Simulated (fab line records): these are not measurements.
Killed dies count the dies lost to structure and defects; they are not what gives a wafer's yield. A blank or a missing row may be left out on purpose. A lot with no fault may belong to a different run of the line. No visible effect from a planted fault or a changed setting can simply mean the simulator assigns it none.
The tool behind it: which one? ; flow nand_harc ; Sampling: 6 lots, 18 wafers, 5 of 1159 route steps

WHAT THE GAUGES SHOWED, per wafer
NHARC_END_SORT_01.
lot;measured;on;defect_limited_yield (%)
L449;day 24 04:55;prober-02;94.8 95.3 94.1

TOOL THAT RAN EACH LOT (tool first, then ch and the chambers of the sampled wafers, then the start)
lot;NHARC_A_BONDPAD_PRE_CLEAN_26;NHARC_A_BONDPAD_ANNEAL_28;NHARC_THIN_TSV_ETCH_44;NHARC_THIN_TSV_PRE_CLEAN_50
L432;pvd_sputter-03, day 18 14:27 or earlier;rtp_anneal-01 ch 0, day 18 14:27;rie_diel-08 ch 1,2,3, day 19 09:58;pvd_sputter-03, no start
L436;pvd_sputter-02, day 19 19:28 or earlier;rtp_anneal-01 ch 0, day 19 19:28;rie_diel-05 ch 0,1,3, day 20 12:02;pvd_sputter-02, no start
L440;pvd_sputter-01, day 20 12:42 or earlier;rtp_anneal-01 ch 0, day 20 12:42;rie_diel-05 ch 0,2,3, day 21 03:21;pvd_sputter-01, no start
L443;pvd_sputter-02, day 21 02:35 or earlier;rtp_anneal-02 ch 0, day 21 02:35;rie_diel-08 ch 0,1,2, day 21 16:47;pvd_sputter-03, no start
L449;pvd_sputter-03, day 22 19:03 or earlier;rtp_anneal-01 ch 0, day 22 19:03;rie_diel-05 ch 1,3, day 23 09:11;pvd_sputter-03, day 24 04:55 or earlier
L454;pvd_sputter-01, day 23 18:10 or earlier;rtp_anneal-02 ch 0, day 23 18:10;rie_diel-04 ch 1,2,3, day 24 07:43;pvd_sputter-02, no start
- NHARC_A_BONDPAD_PRE_CLEAN_26: time 30 s.
- NHARC_A_BONDPAD_ANNEAL_28: time 90 s.
- NHARC_THIN_TSV_ETCH_44: etches the open film in CF4/O2, target depth 1594.2 nm, time 797.1 s.
- NHARC_THIN_TSV_PRE_CLEAN_50: time 30 s.

THE ANSWER, worked out from the rows above alone
Rule: the lots themselves supply what counts as usual. Put in order of their means at a reading, lots are off if they are a third of the lots or fewer, leave a main group of 4 or more, and stand apart from it by a gap of 3 or more times the standard deviation of the main group's means; of several such gaps the widest counts. The tables above print the reading to a certain number of digits; a main group whose means all agree to those digits is not used. Also off: a lot with no number at a reading for which 4 or more lots have one. Any other lot the step has rows for is counted as sound.
None of the lots is off at any reading shown; this tells nothing.

WHAT WAS PUT IN BY THE SIMULATOR
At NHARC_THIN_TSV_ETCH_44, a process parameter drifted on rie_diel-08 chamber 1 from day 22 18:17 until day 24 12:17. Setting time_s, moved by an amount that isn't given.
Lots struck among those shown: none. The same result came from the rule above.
